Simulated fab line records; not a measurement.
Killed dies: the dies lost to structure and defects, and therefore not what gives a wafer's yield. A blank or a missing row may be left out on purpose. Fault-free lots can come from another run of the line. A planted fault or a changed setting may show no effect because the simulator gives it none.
Comparing a struck lot with a sound one    flow nand-harc    17 steps out of a route of 1159
Sound: the wafers L189.3, L189.4, L189.5. Wafers L205.1, L205.2, L205.4 were the ones struck. The cause is named last.
For every step that has rows: the tool of each side, followed by ch and its chambers, followed by its first start. Under that, the readings that differ: sound wafers    struck wafers    difference of the means    sigmas: that difference in standard deviations of wafers without a fault.
alike: same words and numbers on both sides, and readings whose means sit less than 2 such deviations apart. not compared: any withheld reading, any reading some wafer has no value for, any bound like >300 that may hide the same value, and any number with overlapping values for which the record gives no deviation.
Wherever a step has rows on one side only, a row that says differs or no value, or a row with sigmas, the two part there. Numbers that have no deviation but don't overlap get no sigmas and don't part them. Lack of a reading on every wafer of one side parts them only where that side has two or more wafers.

NHARC_A_STAIRCASE_CMP_472: polishes SiO2.
  sound on cmp-04 ch 0,2,3, day 14 04:05; struck on cmp-02 ch 0,1,2, day 18 01:56
  alike: motor-current-A, retaining-ring-pressure-frac
following that, these wafers have no rows for 1 step: NHARC_A_STAIRCASE_SRD_474.
NHARC_A_STAIRCASE_INSPECT_155:
  sound on defect-inspect-02, day 14 04:23; struck on defect-inspect-02, day 18 02:17
  alike: raw-defect-count
NHARC_A_SGD_CUT_DEP_00: deposits SiNx, target thk 50 nm.
  sound on pecvd-04 ch 0,2, day 14 04:37; struck on pecvd-03 ch 1,2, day 18 02:23
  alike: heater-power-outer-w, heater-power-w
then, 7 steps without rows for these wafers: NHARC_A_SGD_CUT_DEHYDRATE_01 (time 120 s); NHARC_A_SGD_CUT_HMDS_02 (time 30 s); NHARC_A_SGD_CUT_COAT_56 (time 75 s); NHARC_A_SGD_CUT_COAT_57 (time 65 s); NHARC_A_SGD_CUT_COAT_03 (resist thk 90 nm); NHARC_A_SGD_CUT_SOFTBAKE_04 (time 55 s); NHARC_A_SGD_CUT_EBR_05.
NHARC_A_SGD_CUT_EXPOSE_06: exposes mask SGD.
  sound on arfi-scanner-03 ch 0, day 14 05:09; struck on arfi-scanner-03 ch 0, day 18 02:58
reading                            sound                 struck             difference  sigmas
model.A_SGD_CUT.overlay-x-nm (nm)  0.4153 0.4153 0.4153  17.06 17.06 17.06  +16.64      
  alike: mask, exposure-dose-mJ-cm2
then, 2 steps without rows for these wafers: NHARC_A_SGD_CUT_PEB_07 (peb time 65 s); NHARC_A_SGD_CUT_DEVELOP_08 (develop time 35 s).
NHARC_A_SGD_CUT_CD_MEAS_09: target cd 100 nm.
  sound on cd-sem-02 ch 0, day 14 05:17; struck on cd-sem-02 ch 0, day 18 03:06
  alike: cd-nm
NHARC_A_SGD_CUT_OVL_MEAS_10:
  sound on overlay-01, day 14 05:22; struck on overlay-01, day 18 03:11
reading            sound         struck          difference  sigmas
overlay-x-nm (nm)  0.5 -0.1 0.6  16.8 17.8 16.9  +16.8       +18
  alike: overlay-y-nm
NHARC_A_SGD_CUT_INSPECT_11:
  sound on defect-inspect-02, day 14 05:25; struck on defect-inspect-02, day 18 03:14
  alike: raw-defect-count

WHERE THEY PART
NHARC_A_SGD_CUT_OVL_MEAS_10 only, going by this record. Later steps at which nothing parts them and some readings are alike: NHARC_A_SGD_CUT_INSPECT_11.

WHY: the cause the simulator had injected
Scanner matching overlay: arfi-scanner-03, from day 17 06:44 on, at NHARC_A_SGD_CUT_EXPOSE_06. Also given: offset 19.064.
